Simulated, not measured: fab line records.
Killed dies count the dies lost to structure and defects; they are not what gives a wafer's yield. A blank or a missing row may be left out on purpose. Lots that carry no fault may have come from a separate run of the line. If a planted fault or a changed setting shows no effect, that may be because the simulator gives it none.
Which tool was responsible? + flow nand-harc + 23 lots, 69 wafers sampled, at 6 steps of a route of 1159

WHAT THE GAUGES SHOWED, per wafer
No reading from a measuring or inspecting step in the record can be judged against a usual standard deviation.

EACH LOT AND THE TOOL THAT RAN IT (in order: tool; ch and the chambers of the sampled wafers; start)
| lot  | NHARC_A_STAIRCASE_ETCH_13                     | NHARC_A_STAIRCASE_TRIM_18                     | NHARC_A_STAIRCASE_ETCH_188                    | NHARC_A_STAIRCASE_TRIM_196         | NHARC_A_STAIRCASE_TRIM_198                    | NHARC_A_STAIRCASE_STRIP_205          |
|------|-----------------------------------------------|-----------------------------------------------|-----------------------------------------------|------------------------------------|-----------------------------------------------|--------------------------------------|
| L075 | rie-diel-04 ch 0,2,3, day 11 10:19 or earlier | rie-diel-04 ch 1,2,3, day 11 10:19 or earlier | rie-diel-04 ch 0,2,3, day 11 10:19 or earlier | rie-diel-06 ch 0,1,2, day 11 10:19 | rie-diel-06 ch 0,1,2, day 11 11:23 or earlier | plasma-asher-02 ch 0,1, day 11 11:23 |
| L076 | rie-diel-05 ch 1,2,3, day 11 08:54 or earlier | rie-diel-05 ch 0,1,2, day 11 08:54 or earlier | rie-diel-04 ch 0,1,3, day 11 08:54 or earlier | rie-diel-04 ch 0,1,2, day 11 08:54 | rie-diel-04 ch 1,2,3, day 11 10:19 or earlier | plasma-asher-01 ch 0,1, day 11 10:19 |
| L074 | rie-diel-04 ch 1,2,3, day 11 13:04 or earlier | rie-diel-04 ch 0,1, day 11 13:04 or earlier   | rie-diel-06 ch 0,2,3, day 11 13:04 or earlier | rie-diel-05 ch 0,1, day 11 13:04   | rie-diel-05 ch 1,2, day 11 14:40 or earlier   | plasma-asher-01 ch 0,1, day 11 14:40 |
| L078 | rie-diel-06 ch 0,1,2, day 11 19:24 or earlier | rie-diel-06 ch 1,2,3, day 11 19:24 or earlier | rie-diel-06 ch 0,1,2, day 11 19:24 or earlier | rie-diel-06 ch 0,3, day 11 19:24   | rie-diel-06 ch 1,2,3, day 11 21:06 or earlier | plasma-asher-02 ch 0,1, day 11 21:06 |
| L077 | rie-diel-04 ch 0,1,3, day 11 19:41 or earlier | rie-diel-04 ch 0,1, day 11 19:41 or earlier   | rie-diel-04 ch 0,1,3, day 11 19:41 or earlier | rie-diel-05 ch 0,1,3, day 11 19:41 | rie-diel-05 ch 0,3, day 11 20:45 or earlier   | plasma-asher-01 ch 0, day 11 20:45   |
| L079 | rie-diel-06 ch 0,1,2, day 11 19:58 or earlier | rie-diel-06 ch 0,1,3, day 11 19:58 or earlier | rie-diel-04 ch 0,2, day 11 19:58 or earlier   | rie-diel-04 ch 0,3, day 11 19:58   | rie-diel-04 ch 1,2,3, day 11 21:16 or earlier | plasma-asher-01 ch 0,1, day 11 21:16 |
| L080 | rie-diel-04 ch 0,1, day 12 11:30 or earlier   | rie-diel-04 ch 0,2, day 12 11:30 or earlier   | rie-diel-06 ch 0,2,3, day 12 11:30 or earlier | rie-diel-04 ch 1,3, day 12 11:30   | rie-diel-04 ch 0,1, day 12 12:34 or earlier   | plasma-asher-02 ch 0,1, day 12 12:34 |
| L082 | rie-diel-05 ch 0,2,3, day 12 11:40 or earlier | rie-diel-05 ch 1,2,3, day 12 11:40 or earlier | rie-diel-05 ch 1,3, day 12 11:40 or earlier   | rie-diel-05 ch 0,1, day 12 11:40   | rie-diel-05 ch 0,1, day 12 13:12 or earlier   | plasma-asher-02 ch 0,1, day 12 13:12 |
| L081 | rie-diel-06 ch 1,2,3, day 12 17:49 or earlier | rie-diel-06 ch 2,3, day 12 17:49 or earlier   | rie-diel-04 ch 1,3, day 12 17:49 or earlier   | rie-diel-05 ch 1,2,3, day 12 17:49 | rie-diel-05 ch 1,2, day 12 19:21 or earlier   | plasma-asher-02 ch 0,1, day 12 19:21 |
| L083 | rie-diel-05 ch 0,1,2, day 13 07:02 or earlier | rie-diel-05 ch 0,1, day 13 07:02 or earlier   | rie-diel-06 ch 1,2,3, day 13 07:02 or earlier | rie-diel-06 ch 2,3, day 13 07:02   | rie-diel-06 ch 0,3, day 13 08:16 or earlier   | plasma-asher-02 ch 0,1, day 13 08:16 |
| L087 | rie-diel-06 ch 0,2,3, day 14 08:56 or earlier | rie-diel-06 ch 0,1,2, day 14 08:56 or earlier | rie-diel-04 ch 1,2,3, day 14 08:56 or earlier | rie-diel-06 ch 0,1,3, day 14 08:56 | rie-diel-06 ch 0,1,2, day 14 10:20 or earlier | plasma-asher-01 ch 0,1, day 14 10:20 |
| L085 | rie-diel-04 ch 0,1,3, day 14 08:37 or earlier | rie-diel-04 ch 0,2,3, day 14 08:37 or earlier | rie-diel-04 ch 0,1,3, day 14 08:37 or earlier | rie-diel-04 ch 1,3, day 14 08:37   | rie-diel-04 ch 0,1,2, day 14 09:50 or earlier | plasma-asher-01 ch 0,1, day 14 09:50 |
| L088 | rie-diel-04 ch 1,2,3, day 14 12:57 or earlier | rie-diel-04 ch 0,3, day 14 12:57 or earlier   | rie-diel-04 ch 0,2, day 14 12:57 or earlier   | rie-diel-04 ch 0,2,3, day 14 12:57 | rie-diel-04 ch 1,2, day 14 14:26 or earlier   | plasma-asher-02 ch 0,1, day 14 14:26 |
| L086 | rie-diel-05 ch 0,3, day 14 13:35 or earlier   | rie-diel-05 ch 0,3, day 14 13:35 or earlier   | rie-diel-06 ch 0,3, day 14 13:35 or earlier   | rie-diel-04 ch 0,1,2, day 14 13:35 | rie-diel-04 ch 1,2,3, day 14 13:59            | plasma-asher-02 ch 0,1, day 14 15:23 |
| L089 | rie-diel-06 ch 0,1, day 14 22:02 or earlier   | rie-diel-06 ch 0,3, day 14 22:02 or earlier   | rie-diel-05 ch 0,1,2, day 14 22:02 or earlier | rie-diel-06 ch 1,2,3, day 14 22:02 | rie-diel-06 ch 1,2,3, day 14 23:11 or earlier | plasma-asher-02 ch 0,1, day 14 23:11 |
| L091 | rie-diel-06 ch 0,1,2, day 15 02:59 or earlier | rie-diel-06 ch 0,1,3, day 15 02:59 or earlier | rie-diel-04 ch 0,1,3, day 15 02:59 or earlier | rie-diel-04 ch 0,1,3, day 15 02:59 | rie-diel-04 ch 0,2,3, day 15 04:04 or earlier | plasma-asher-01 ch 0,1, day 15 04:04 |
| L090 | rie-diel-05 ch 0,1,3, day 15 03:16 or earlier | rie-diel-05 ch 2,3, day 15 03:16 or earlier   | rie-diel-05 ch 0,1, day 15 03:16 or earlier   | rie-diel-05 ch 1,3, day 15 03:16   | rie-diel-05 ch 1,2,3, day 15 04:30 or earlier | plasma-asher-01 ch 0,1, day 15 04:30 |
| L094 | rie-diel-06 ch 0,1,2, day 15 08:47 or earlier | rie-diel-06 ch 1,2,3, day 15 08:47 or earlier | rie-diel-04 ch 0,1,2, day 15 08:47 or earlier | rie-diel-04 ch 0,1,3, day 15 08:47 | rie-diel-04 ch 1,2, day 15 11:41 or earlier   | plasma-asher-01 ch 0,1, day 15 11:41 |
| L093 | rie-diel-04 ch 0,1, day 15 09:21 or earlier   | rie-diel-04 ch 0,1,2, day 15 09:21 or earlier | rie-diel-06 ch 1,2,3, day 15 09:21 or earlier | rie-diel-04 ch 0,1,2, day 15 09:21 | rie-diel-04 ch 2,3, day 15 11:57 or earlier   | plasma-asher-01 ch 0,1, day 15 11:57 |
| L092 | rie-diel-06 ch 0,2,3, day 15 13:59 or earlier | rie-diel-06 ch 0,1,3, day 15 13:59 or earlier | rie-diel-04 ch 0,1,2, day 15 13:59 or earlier | rie-diel-06 ch 0,1,3, day 15 13:59 | rie-diel-06 ch 0,1,3, day 15 15:35 or earlier | plasma-asher-01 ch 0,1, day 15 15:35 |
| L095 | rie-diel-06 ch 0,1,3, day 16 03:42 or earlier | rie-diel-06 ch 0,1,2, day 16 03:42 or earlier | rie-diel-04 ch 1,2,3, day 16 03:42 or earlier | rie-diel-04 ch 0,1, day 16 03:42   | rie-diel-04 ch 0,1, day 16 06:17 or earlier   | plasma-asher-01 ch 0,1, day 16 06:17 |
| L096 | rie-diel-04 ch 1,2, day 16 19:25 or earlier   | rie-diel-04 ch 0,1, day 16 19:25 or earlier   | rie-diel-05 ch 2,3, day 16 19:25 or earlier   | rie-diel-04 ch 0,1, day 16 19:25   | rie-diel-04 ch 0,3, day 16 20:44 or earlier   | plasma-asher-01 ch 0,1, day 16 20:44 |
| L097 | rie-diel-04 ch 0,2, day 16 23:44 or earlier   | rie-diel-04 ch 0,1,2, day 16 23:44 or earlier | rie-diel-04 ch 1,2, day 16 23:44 or earlier   | rie-diel-06 ch 0,2,3, day 16 23:44 | rie-diel-06 ch 0,2, day 17 00:54 or earlier   | plasma-asher-02 ch 0,1, day 17 00:54 |
- NHARC_A_STAIRCASE_ETCH_13: etches the open film in C4F8/O2, target depth 100 nm, time 40.5 s.
- NHARC_A_STAIRCASE_TRIM_18: chemistry O2, time 211.2 s.
- NHARC_A_STAIRCASE_ETCH_188: etches the open film in C4F8/O2, target depth 100 nm, time 40.5 s.
- NHARC_A_STAIRCASE_TRIM_196: chemistry O2, time 211.2 s.
- NHARC_A_STAIRCASE_TRIM_198: chemistry O2, time 211.2 s.
- NHARC_A_STAIRCASE_STRIP_205: strips in O2.

WHAT THE TOOLS THEMSELVES READ (means of the sampled wafers that have a number; where no wafer has one, the mark that the record gives instead)
NHARC_A_STAIRCASE_ETCH_13.
| lot  | tool        | oes-product-au (a.u.) | rf-vpp-V (V) |
|------|-------------|-----------------------|--------------|
| L075 | rie-diel-04 | 0.942                 | 894          |
| L076 | rie-diel-05 | 0.948                 | 901          |
| L074 | rie-diel-04 | 0.923                 | 897          |
| L078 | rie-diel-06 | 0.950                 | 892          |
| L077 | rie-diel-04 | 0.911                 | 897          |
| L079 | rie-diel-06 | 0.944                 | 892          |
| L080 | rie-diel-04 | 0.923                 | 901          |
| L082 | rie-diel-05 | 0.936                 | 899          |
| L081 | rie-diel-06 | 0.945                 | 897          |
| L083 | rie-diel-05 | 0.938                 | 896          |
| L087 | rie-diel-06 | 0.930                 | 892          |
| L085 | rie-diel-04 | 0.956                 | 895          |
| L088 | rie-diel-04 | 0.947                 | 896          |
| L086 | rie-diel-05 | 0.917                 | 895          |
| L089 | rie-diel-06 | 0.941                 | 890          |
| L091 | rie-diel-06 | 0.923                 | 891          |
| L090 | rie-diel-05 | 0.929                 | 896          |
| L094 | rie-diel-06 | 0.928                 | 890          |
| L093 | rie-diel-04 | 0.967                 | 896          |
| L092 | rie-diel-06 | 0.922                 | 894          |
| L095 | rie-diel-06 | 0.943                 | 895          |
| L096 | rie-diel-04 | 0.927                 | 897          |
| L097 | rie-diel-04 | 0.953                 | 892          |

NHARC_A_STAIRCASE_TRIM_18.
| lot  | tool        | drypump-motor-current-A (A) | oes-product-au (a.u.) | rf-vpp-V (V) | showerhead-plenum-p-Torr (Torr) | throttle-valve-pct (%) |
|------|-------------|-----------------------------|-----------------------|--------------|---------------------------------|------------------------|
| L075 | rie-diel-04 | 5.53                        | 0.998                 | 57.8         | 3.55                            | 17.037                 |
| L076 | rie-diel-05 | 5.61                        | 1.009                 | 57.9         | 3.53                            | 17.041                 |
| L074 | rie-diel-04 | 5.87                        | 0.997                 | 58.8         | 3.67                            | 17.042                 |
| L078 | rie-diel-06 | 5.98                        | 0.989                 | 58.1         | 3.55                            | 17.025                 |
| L077 | rie-diel-04 | 5.93                        | 0.984                 | 57.4         | 3.55                            | 17.039                 |
| L079 | rie-diel-06 | 5.74                        | 0.988                 | 57.8         | 3.51                            | 17.031                 |
| L080 | rie-diel-04 | 5.86                        | 0.990                 | 57.0         | 3.44                            | 17.035                 |
| L082 | rie-diel-05 | 5.54                        | 1.009                 | 57.6         | 3.66                            | 17.029                 |
| L081 | rie-diel-06 | 5.87                        | 0.986                 | 57.6         | 3.59                            | 17.042                 |
| L083 | rie-diel-05 | 5.56                        | 0.995                 | 57.6         | 3.40                            | 17.038                 |
| L087 | rie-diel-06 | 5.87                        | 0.993                 | 57.6         | 3.40                            | 17.034                 |
| L085 | rie-diel-04 | 5.60                        | 1.002                 | 57.5         | 3.42                            | 17.037                 |
| L088 | rie-diel-04 | 5.75                        | 0.992                 | 57.1         | 3.41                            | 17.034                 |
| L086 | rie-diel-05 | 5.49                        | 0.996                 | 57.9         | 3.64                            | 17.034                 |
| L089 | rie-diel-06 | 5.53                        | 0.998                 | 57.1         | 3.42                            | 17.034                 |
| L091 | rie-diel-06 | 5.77                        | 0.992                 | 58.3         | 3.50                            | 17.033                 |
| L090 | rie-diel-05 | 5.52                        | 1.016                 | 58.4         | 3.75                            | 17.045                 |
| L094 | rie-diel-06 | 5.99                        | 0.986                 | 58.2         | 3.53                            | 17.040                 |
| L093 | rie-diel-04 | 5.77                        | 1.001                 | 57.0         | 3.55                            | 17.049                 |
| L092 | rie-diel-06 | 5.77                        | 0.997                 | 58.1         | 3.49                            | 17.037                 |
| L095 | rie-diel-06 | 5.87                        | 0.997                 | 57.5         | 3.39                            | 17.039                 |
| L096 | rie-diel-04 | 5.94                        | 1.010                 | 57.3         | 3.53                            | 17.038                 |
| L097 | rie-diel-04 | 5.78                        | 0.995                 | 57.2         | 3.54                            | 17.045                 |

NHARC_A_STAIRCASE_ETCH_188.
| lot  | tool        | oes-product-au (a.u.) | rf-vpp-V (V) |
|------|-------------|-----------------------|--------------|
| L075 | rie-diel-04 | 0.926                 | 893          |
| L076 | rie-diel-04 | 0.919                 | 896          |
| L074 | rie-diel-06 | 0.958                 | 893          |
| L078 | rie-diel-06 | 0.934                 | 892          |
| L077 | rie-diel-04 | 0.944                 | 897          |
| L079 | rie-diel-04 | 0.926                 | 893          |
| L080 | rie-diel-06 | 0.951                 | 894          |
| L082 | rie-diel-05 | 0.958                 | 898          |
| L081 | rie-diel-04 | 0.930                 | 901          |
| L083 | rie-diel-06 | 0.940                 | 896          |
| L087 | rie-diel-04 | 0.935                 | 896          |
| L085 | rie-diel-04 | 0.937                 | 895          |
| L088 | rie-diel-04 | 0.928                 | 892          |
| L086 | rie-diel-06 | 0.926                 | 892          |
| L089 | rie-diel-05 | 0.923                 | 895          |
| L091 | rie-diel-04 | 0.956                 | 896          |
| L090 | rie-diel-05 | 0.920                 | 891          |
| L094 | rie-diel-04 | 0.942                 | 897          |
| L093 | rie-diel-06 | 0.945                 | 896          |
| L092 | rie-diel-04 | 0.953                 | 897          |
| L095 | rie-diel-04 | 0.957                 | 895          |
| L096 | rie-diel-05 | 0.937                 | 903          |
| L097 | rie-diel-04 | 0.928                 | 897          |

NHARC_A_STAIRCASE_TRIM_196.
| lot  | tool        | drypump-motor-current-A (A) | oes-product-au (a.u.) | rf-vpp-V (V) | showerhead-plenum-p-Torr (Torr) | throttle-valve-pct (%) |
|------|-------------|-----------------------------|-----------------------|--------------|---------------------------------|------------------------|
| L075 | rie-diel-06 | 5.86                        | 0.989                 | 57.7         | 3.41                            | 17.043                 |
| L076 | rie-diel-04 | 5.78                        | 0.992                 | 57.7         | 3.57                            | 17.031                 |
| L074 | rie-diel-05 | 5.50                        | 1.002                 | 57.2         | 3.45                            | 17.047                 |
| L078 | rie-diel-06 | 5.64                        | 0.980                 | 57.5         | 3.57                            | 17.029                 |
| L077 | rie-diel-05 | 5.48                        | 0.994                 | 58.0         | 3.55                            | 17.037                 |
| L079 | rie-diel-04 | 5.76                        | 0.994                 | 56.6         | 3.42                            | 17.040                 |
| L080 | rie-diel-04 | 5.60                        | 0.997                 | 57.7         | 3.65                            | 17.038                 |
| L082 | rie-diel-05 | 5.50                        | 0.996                 | 56.7         | 3.45                            | 17.044                 |
| L081 | rie-diel-05 | 5.52                        | 1.007                 | 58.6         | 3.66                            | 17.043                 |
| L083 | rie-diel-06 | 5.85                        | 0.986                 | 57.7         | 3.59                            | 17.031                 |
| L087 | rie-diel-06 | 5.77                        | 0.991                 | 57.8         | 3.50                            | 17.042                 |
| L085 | rie-diel-04 | 5.42                        | 1.007                 | 57.8         | 3.51                            | 17.036                 |
| L088 | rie-diel-04 | 5.60                        | 1.000                 | 56.7         | 3.42                            | 17.037                 |
| L086 | rie-diel-04 | 5.77                        | 1.000                 | 57.9         | 3.55                            | 17.038                 |
| L089 | rie-diel-06 | 5.97                        | 0.985                 | 57.6         | 3.53                            | 17.038                 |
| L091 | rie-diel-04 | 5.69                        | 1.017                 | 58.3         | 3.52                            | 17.030                 |
| L090 | rie-diel-05 | 5.42                        | 1.002                 | 57.5         | 3.57                            | 17.031                 |
| L094 | rie-diel-04 | 5.67                        | 1.009                 | 57.5         | 3.52                            | 17.036                 |
| L093 | rie-diel-04 | 5.78                        | 1.002                 | 57.9         | 3.55                            | 17.041                 |
| L092 | rie-diel-06 | 5.74                        | 0.991                 | 57.7         | 3.49                            | 17.046                 |
| L095 | rie-diel-04 | 5.94                        | 1.009                 | 57.4         | 3.53                            | 17.035                 |
| L096 | rie-diel-04 | 5.87                        | 1.009                 | 58.3         | 3.65                            | 17.048                 |
| L097 | rie-diel-06 | 5.73                        | 0.986                 | 57.7         | 3.44                            | 17.032                 |

NHARC_A_STAIRCASE_TRIM_198.
| lot  | tool        | drypump-motor-current-A (A) | oes-product-au (a.u.) | rf-vpp-V (V) | showerhead-plenum-p-Torr (Torr) | throttle-valve-pct (%) |
|------|-------------|-----------------------------|-----------------------|--------------|---------------------------------|------------------------|
| L075 | rie-diel-06 | 5.85                        | 1.002                 | 57.5         | 3.41                            | 17.037                 |
| L076 | rie-diel-04 | 5.52                        | 0.993                 | 58.3         | 3.55                            | 17.033                 |
| L074 | rie-diel-05 | 5.53                        | 1.011                 | 58.5         | 3.57                            | 17.037                 |
| L078 | rie-diel-06 | 5.98                        | 0.986                 | 58.1         | 3.55                            | 17.042                 |
| L077 | rie-diel-05 | 5.45                        | 0.991                 | 58.0         | 3.65                            | 17.035                 |
| L079 | rie-diel-04 | 5.52                        | 0.995                 | 57.3         | 3.55                            | 17.037                 |
| L080 | rie-diel-04 | 5.94                        | 0.988                 | 57.9         | 3.55                            | 17.029                 |
| L082 | rie-diel-05 | 5.57                        | 0.993                 | 57.9         | 3.40                            | 17.034                 |
| L081 | rie-diel-05 | 5.63                        | 1.006                 | 57.8         | 3.63                            | 17.027                 |
| L083 | rie-diel-06 | 5.54                        | 0.992                 | 57.9         | 3.43                            | 17.044                 |
| L087 | rie-diel-06 | 5.85                        | 0.989                 | 58.2         | 3.40                            | 17.040                 |
| L085 | rie-diel-04 | 5.77                        | 1.007                 | 57.7         | 3.55                            | 17.035                 |
| L088 | rie-diel-04 | 5.71                        | 1.000                 | 58.2         | 3.67                            | 17.032                 |
| L086 | rie-diel-04 | 5.53                        | 1.003                 | 57.8         | 3.54                            | 17.032                 |
| L089 | rie-diel-06 | 5.97                        | 0.986                 | 58.1         | 3.53                            | 17.044                 |
| L091 | rie-diel-04 | 5.59                        | 0.996                 | 56.8         | 3.42                            | 17.036                 |
| L090 | rie-diel-05 | 5.53                        | 1.007                 | 57.7         | 3.65                            | 17.031                 |
| L094 | rie-diel-04 | 5.61                        | 0.994                 | 57.6         | 3.56                            | 17.037                 |
| L093 | rie-diel-04 | 5.44                        | 0.990                 | 58.4         | 3.43                            | 17.044                 |
| L092 | rie-diel-06 | 5.78                        | 0.991                 | 57.4         | 3.49                            | 17.030                 |
| L095 | rie-diel-04 | 5.94                        | 1.015                 | 58.4         | 3.53                            | 17.035                 |
| L096 | rie-diel-04 | 5.50                        | 1.000                 | 57.3         | 3.39                            | 17.035                 |
| L097 | rie-diel-06 | 5.84                        | 0.994                 | 57.7         | 3.35                            | 17.037                 |

NHARC_A_STAIRCASE_STRIP_205.
| lot  | tool            | drypump-motor-current-A (A) | heater-power-w (W) | temp-c (C) |
|------|-----------------|-----------------------------|--------------------|------------|
| L075 | plasma-asher-02 | 5.6                         | 336                | 249.90     |
| L076 | plasma-asher-01 | 6.1                         | 323                | 249.93     |
| L074 | plasma-asher-01 | 6.3                         | 309                | 249.89     |
| L078 | plasma-asher-02 | 5.6                         | 333                | 249.85     |
| L077 | plasma-asher-01 | 6.4                         | 291                | 250.10     |
| L079 | plasma-asher-01 | 6.3                         | 305                | 250.27     |
| L080 | plasma-asher-02 | 5.8                         | 323                | 250.02     |
| L082 | plasma-asher-02 | 5.8                         | 320                | 249.77     |
| L081 | plasma-asher-02 | 5.8                         | 317                | 250.11     |
| L083 | plasma-asher-02 | 5.6                         | 336                | 250.08     |
| L087 | plasma-asher-01 | 6.0                         | 326                | 250.17     |
| L085 | plasma-asher-01 | 6.0                         | 323                | 249.96     |
| L088 | plasma-asher-02 | 5.6                         | 339                | 250.04     |
| L086 | plasma-asher-02 | 5.9                         | 321                | 249.95     |
| L089 | plasma-asher-02 | 5.6                         | 343                | 249.89     |
| L091 | plasma-asher-01 | 6.1                         | 318                | 250.02     |
| L090 | plasma-asher-01 | 6.3                         | 310                | 249.99     |
| L094 | plasma-asher-01 | 6.1                         | 323                | 249.92     |
| L093 | plasma-asher-01 | 6.2                         | 309                | 249.78     |
| L092 | plasma-asher-01 | 6.3                         | 307                | 249.85     |
| L095 | plasma-asher-01 | 6.1                         | 323                | 249.83     |
| L096 | plasma-asher-01 | 6.3                         | 310                | 249.92     |
| L097 | plasma-asher-02 | 5.8                         | 320                | 249.78     |

THE ANSWER, worked out from the rows above alone
Rule: what is usual is taken from the lots themselves. The widest of any qualifying gaps counts: lots, ordered by their means at a reading, are off when they make up no more than a third of the lots, leave a main group of 4 or more, and stand apart from it by 3 or more times the standard deviation of that group's means. A main group is skipped when, at the precision printed for the reading in the tables above, its means are all equal. Also off: a lot with no number at a reading for which 4 or more lots have one. All remaining lots with rows at the step are treated as sound. Order of review: gauges by route order, followed by the tools' own readings, for which a lot's mean as printed above is used. At the first step where some lot is off, the reading lying furthest off is the one used; lots without a number count as furthest.
Across all readings shown, no lot is off: no conclusion can be drawn from this.

WHAT WAS PUT IN BY THE SIMULATOR
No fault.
